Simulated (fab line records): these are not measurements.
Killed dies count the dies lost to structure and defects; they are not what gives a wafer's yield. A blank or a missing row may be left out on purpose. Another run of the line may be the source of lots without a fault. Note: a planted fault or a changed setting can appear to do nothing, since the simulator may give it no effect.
Split-lot experiment ; flow n5-finfet ; 7 lots, 21 wafers read, on a route of 1938 steps

== THE SPLIT ==
At N5_GATE_CUT_COAT_27 (time 60 s, resist thk 10 nm), the setting spin-rpm was moved away from the recipe's 1500 rpm on 7 of the 21 wafers read, by -9.5% to -3.0%. The other wafers ran this setting at the recipe's value.

== FROM THE SPLIT TO THE READING: what the file shows between them, 6 steps ==
- N5_GATE_CUT_EXPOSE_10: exposes mask GATE CUT, target cd 20 nm (also split here: dose-mj)
- N5_GATE_CUT_PEB_11: peb time 60 s
- N5_GATE_CUT_DEVELOP_12: develop time 30 s
- N5_GATE_CUT_CD_MEAS_13: target cd 20 nm
- N5_GATE_CUT_DESCUM_18: chemistry O2, time 7 s
- N5_GATE_CUT_ETCH_28: etches underlayer in N2/H2, target depth 13 nm, time 10.4 s

== THE READING ==
CAR-EUV_of_GATE_CUT_COAT_07.thk-nm (the simulator's own value, which no gauge read), in nm, at N5_GATE_CUT_ETCH_36 (etches SiARC in CF4, target depth 13 nm, time 21.7 s). The file gives no usual value for it.

wafer;tool, chamber at the split;spin-rpm as run, rpm;against the recipe;CAR-EUV_of_GATE_CUT_COAT_07.thk-nm, nm;against lot-mates on the recipe
L074.2;litho-track-03, 0;1500;recipe;7;-
L074.4;litho-track-03, 0;1500;recipe;7;-
L074.6;litho-track-03, 0;1500;recipe;7;-
L075.1;litho-track-04, 0;1500;recipe;7;-
L075.3;litho-track-04, 0;1500;recipe;7;-
L075.6;litho-track-04, 0;1500;recipe;7;-
L077.3;litho-track-03, 0;1378;-8.1%;6.4;-0.6
L077.4;litho-track-03, 0;1378;-8.1%;6.4;-0.6
L077.6;litho-track-03, 0;1500;recipe;7;-
L082.1;litho-track-01, 0;1500;recipe;7;-
L082.2;litho-track-01, 0;1500;recipe;7;-
L082.3;litho-track-01, 0;1428;-4.8%;6.4;-0.6
L086.2;litho-track-03, 0;1455;-3.0%;6.6;no lot-mate on the recipe
L086.5;litho-track-03, 0;1455;-3.0%;6.8;no lot-mate on the recipe
L086.6;litho-track-03, 0;1455;-3.0%;7;no lot-mate on the recipe
L090.1;litho-track-01, 0;1500;recipe;7;-
L090.3;litho-track-01, 0;1500;recipe;7;-
L090.5;litho-track-01, 0;1500;recipe;7;-
L092.1;litho-track-01, 0;1500;recipe;7;-
L092.4;litho-track-01, 0;1500;recipe;7;-
L092.5;litho-track-01, 0;1357;-9.5%;6;-1.0

THE FIT
A straight line over all 21 wafers: CAR-EUV_of_GATE_CUT_COAT_07.thk-nm changes by +0.0884 nm for each +1% of spin-rpm; r = +0.95; the points scatter about the line by 0.096 nm.
The same after taking each lot's own level away (the mean of its wafers on the recipe; 18 wafers): +0.0897 nm for each +1%; r = +0.97; scatter 0.072 nm.
The reading moves by 0.85 nm for the largest change in spin-rpm, on that fit.
The lots' own levels span 7.00 to 7.00 nm.
Consequently the slope shifts little with the lot-to-lot level, the two slopes agreeing.
Check: with one of the wafers moved furthest among these (-9.5%) left out of the fit, the line predicts -0.774 nm for it against its lot-mates. It came out at -1 nm against them.

== THE OTHER SPLITS THESE WAFERS WENT THROUGH ==
Before the reading, these wafers also passed through other splits. Each is held against what the fit with the lots' levels taken away leaves over:
other split on the same wafers;wafers away from the commonest value;r with CAR-EUV_of_GATE_CUT_COAT_07.thk-nm (lot level and that fit taken away)
N5_HKMG_FIN_ETCH_54 source-w;6;+0.20
N5_HKMG_FIN_ETCH_58 source-w;6;+0.00
N5_GATE_CUT_EXPOSE_10 dose-mj;8;-0.17

== THE WHOLE CHAIN: every reading that the file lists as answering this split, in the file's order ==
step;what it does;reading;change (the file's fit);r (the file's)
N5_GATE_CUT_COAT_27;time 60 s, resist thk 10 nm;underlayer_of_GATE_CUT_COAT_27.thk-nm (the simulator's own value, which no gauge read);-0.0552 nm for each +1% of the setting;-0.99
N5_GATE_CUT_ETCH_28;etches underlayer in N2/H2, target depth 13 nm, time 10.4 s;CAR-EUV_of_GATE_CUT_COAT_07.thk-nm (the simulator's own value, which no gauge read);+0.0881 nm for each +1% of the setting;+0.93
N5_GATE_CUT_ETCH_28;etches underlayer in N2/H2, target depth 13 nm, time 10.4 s;etch.depth-nm (the simulator's own value, which no gauge read);-0.0533 nm for each +1% of the setting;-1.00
N5_GATE_CUT_ETCH_36;etches SiARC in CF4, target depth 13 nm, time 21.7 s;CAR-EUV_of_GATE_CUT_COAT_07.thk-nm (the simulator's own value, which no gauge read);+0.096 nm for each +1% of the setting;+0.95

== FILE'S OWN FIT ==
CAR-EUV_of_GATE_CUT_COAT_07.thk-nm changes by +0.096 nm for each +1% of spin-rpm, r = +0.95.
